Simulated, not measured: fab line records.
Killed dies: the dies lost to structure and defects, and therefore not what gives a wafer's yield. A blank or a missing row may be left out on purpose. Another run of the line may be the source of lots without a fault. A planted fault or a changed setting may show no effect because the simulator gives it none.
Which tool is to blame? ; flow n5Finfet ; 33 wafers from 12 lots sampled at 2 of the route's 1938 steps

## WHAT THE GAUGES READ, wafer by wafer
N5_BEOL_M14_OVL_MEAS_11. Usual: for V13_OVL the level is 5 nm and the standard deviation is 5.5.
lot;measured;on;V13_OVL (nm);flag
L489;day 11 02:40;overlay-01;-4 5 3;
L490;day 11 04:46;overlay-01;4 2 1;
L492;day 11 15:06;overlay-01;0 11 1;
L493;day 12 06:22;overlay-02;6 12 14;
L494;day 12 10:49;overlay-01;-1 4 6;
L495;day 12 18:12;overlay-02;2 0 6;
L496;day 13 07:32;overlay-02;12 14;
L500;day 14 00:10;overlay-02;7 -1 5;
L505;day 15 17:47;overlay-02;6 2 4;
L506;day 15 21:25;overlay-02;-4 -1;
L507;day 16 03:46;overlay-02;-3 -7;
L512;day 18 00:16;overlay-02;-3 -4 -4;

N5_BEOL_M14_INSPECT_12: inspects for defects (macro). Usual: 1.8 for rawDefectCount, sd 1.2.
lot;measured;on;rawDefectCount;flag
L489;day 11 02:41;defectInspect-01;2 4 3;
L490;day 11 04:47;defectInspect-01;1 3 1;
L492;day 11 15:07;defectInspect-02;0 2 3;
L493;day 12 06:24;defectInspect-02;1 0 1;
L494;day 12 10:51;defectInspect-02;2 0 2;
L495;day 12 18:13;defectInspect-02;0 1 2;
L496;day 13 07:34;defectInspect-02;2 1;
L500;day 14 00:12;defectInspect-02;1 1 0;
L505;day 15 17:48;defectInspect-01;2 4 3;
L506;day 15 21:26;defectInspect-02;1 3;
L507;day 16 03:47;defectInspect-02;2 3;
L512;day 18 00:17;defectInspect-02;1 2 1;

## WHAT TOOL EACH LOT RAN ON (gives the tool, then ch and the chambers of the sampled wafers, and finally the start)
The record holds no process step before these readings.

## WHAT THE TOOLS THEMSELVES READ (means of the sampled wafers that have a number; where no wafer has one, the mark that the record gives instead)
The record holds no such reading with a usual standard deviation.

## THE ANSWER, worked out from the rows above alone
Rule: a lot is off if the mean of its wafers that have a number lies more than 3 standard deviations from the usual mean. Also off: a lot with no number at a reading for which 4 or more lots have one. Where the step has rows for the other lots, those lots are counted as sound. First the gauges in route order, then the tools' own readings, where a lot's mean is used as printed above. The first step at which some lot is off is used, and at that step the reading that is off furthest; a lot without a number counts as furthest.
No lot is off on any of the readings shown, so nothing can be concluded from this.

## WHAT WAS PUT IN BY THE SIMULATOR
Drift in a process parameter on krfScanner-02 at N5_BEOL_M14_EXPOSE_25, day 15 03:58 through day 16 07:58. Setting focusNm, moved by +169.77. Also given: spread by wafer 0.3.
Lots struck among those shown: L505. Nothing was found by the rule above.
